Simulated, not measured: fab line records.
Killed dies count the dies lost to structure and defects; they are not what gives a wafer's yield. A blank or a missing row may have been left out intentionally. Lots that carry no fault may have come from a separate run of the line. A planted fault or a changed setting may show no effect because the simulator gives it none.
A struck lot beside a sound one || flow nand harc || 15 out of 1302 route steps
Sound: wafers L583.1, L583.4, L583.5. Wafers L598.1, L598.5, L598.6 were the ones struck. At the end, the cause is stated.
Per side, at each step with rows, come the tool, then ch with its chambers, and then its first start. Under that, the readings that differ: sound wafers || struck wafers || difference of the means || sigmas: that difference in standard deviations of wafers without a fault.
alike: readings with means less than 2 such deviations apart, plus words and numbers identical on both sides. not compared: withheld readings, readings lacking a value on some wafer, bounds such as >300 that could conceal the same value, and numbers that have no deviation in the record and whose values overlap.
The two part at a step that has a row with sigmas, a row that says differs or no value, or rows on one side only. Numbers that don't overlap but have no deviation are shown without sigmas and don't part them. A reading that every wafer of one side lacks parts them only if that side has two wafers or more.

first, 7 steps without rows for these wafers: NHARC_P_CONTACT_COAT_34 (time 65 s); NHARC_P_CONTACT_COAT_06 (resist thk 90 nm); NHARC_P_CONTACT_SOFTBAKE_07 (time 55 s); NHARC_P_CONTACT_EBR_08; NHARC_P_CONTACT_EXPOSE_09 (exposes mask P CA, target cd 90 nm); NHARC_P_CONTACT_PEB_10 (peb time 65 s); NHARC_P_CONTACT_DEVELOP_11 (develop time 35 s).
NHARC_P_CONTACT_CD_MEAS_12: target cd 90 nm.
  sound on cd sem-02 ch 0, day 7 17:12; struck on cd sem-03 ch 0, day 13 19:01
  alike: cd nm
NHARC_P_CONTACT_OVL_MEAS_13:
  struck on overlay-01, day 13 19:07; sound on overlay-01, day 7 17:17
  alike: overlay x nm, overlay y nm
NHARC_P_CONTACT_INSPECT_14:
  struck on defect inspect-02, day 13 19:09; sound on defect inspect-02, day 7 17:20
  alike: raw defect count
NHARC_P_CONTACT_DESCUM_17: chemistry O2, time 3 s.
  sound on rie diel-05 ch 1,2,3, day 7 17:23; struck on rie diel-12 ch 1,2,3, day 13 19:14
  alike: drypump motor current A, oes product au, rf vpp V, showerhead plenum p Torr, throttle valve pct
  not compared: rf hours counter h
NHARC_P_CONTACT_ETCH_35: etches the open film in CF4, target depth 39 nm, time 65 s.
  sound on rie diel-05 ch 0,2,3, day 7 17:28; struck on rie diel-12 ch 0,1,3, day 13 19:19
  alike: bias w, cf4 flow sccm, drypump motor current A, oes product au, rf vpp V, showerhead plenum p Torr, throttle valve pct
  not compared: rf hours counter h
NHARC_P_CONTACT_ETCH_36: etches the open film in N2/H2, target depth 260 nm, time 406.25 s.
  sound on rie diel-05 ch 1,2, day 7 17:34; struck on rie diel-12 ch 0,1, day 13 19:23
  no value came back on the struck wafers for any of 7 readings (bias w (W), chamber pressure mTorr (mTorr) and others); on the sound wafers bias w (W) reads 150.0 150.3 150.0
  not compared: rf hours counter h
NHARC_P_CONTACT_ETCH_18: etches the open film in C4F8/O2/Ar, target depth 481 nm, time 240.5 s.
  sound: rie diel-05 ch 1,3; struck: rie diel-12 ch 0,2,3
{"reading": "chamber pressure mTorr (mTorr)", "sound": "25.033 25.031 25.017", "struck": "24.999 24.955 24.974", "difference": -0.051, "sigmas": -2}
  alike: bias w, oes product au, rf vpp V
  not compared: rf hours counter h
-- break in the record here, with 19 days between the starts of the struck wafers on either side (left off in module P_CONTACT, picked up again in module END, where the first step shown is number 1302 on the route) --
NHARC_END_SORT_01:
  here the record holds rows for the struck wafers (prober-01 ch 0, day 32 20:27) but none for the sound ones

## WHERE THEY PART
First at NHARC_P_CONTACT_ETCH_36; last, within this record, at NHARC_END_SORT_01.

WHY: what had been put in by the simulator
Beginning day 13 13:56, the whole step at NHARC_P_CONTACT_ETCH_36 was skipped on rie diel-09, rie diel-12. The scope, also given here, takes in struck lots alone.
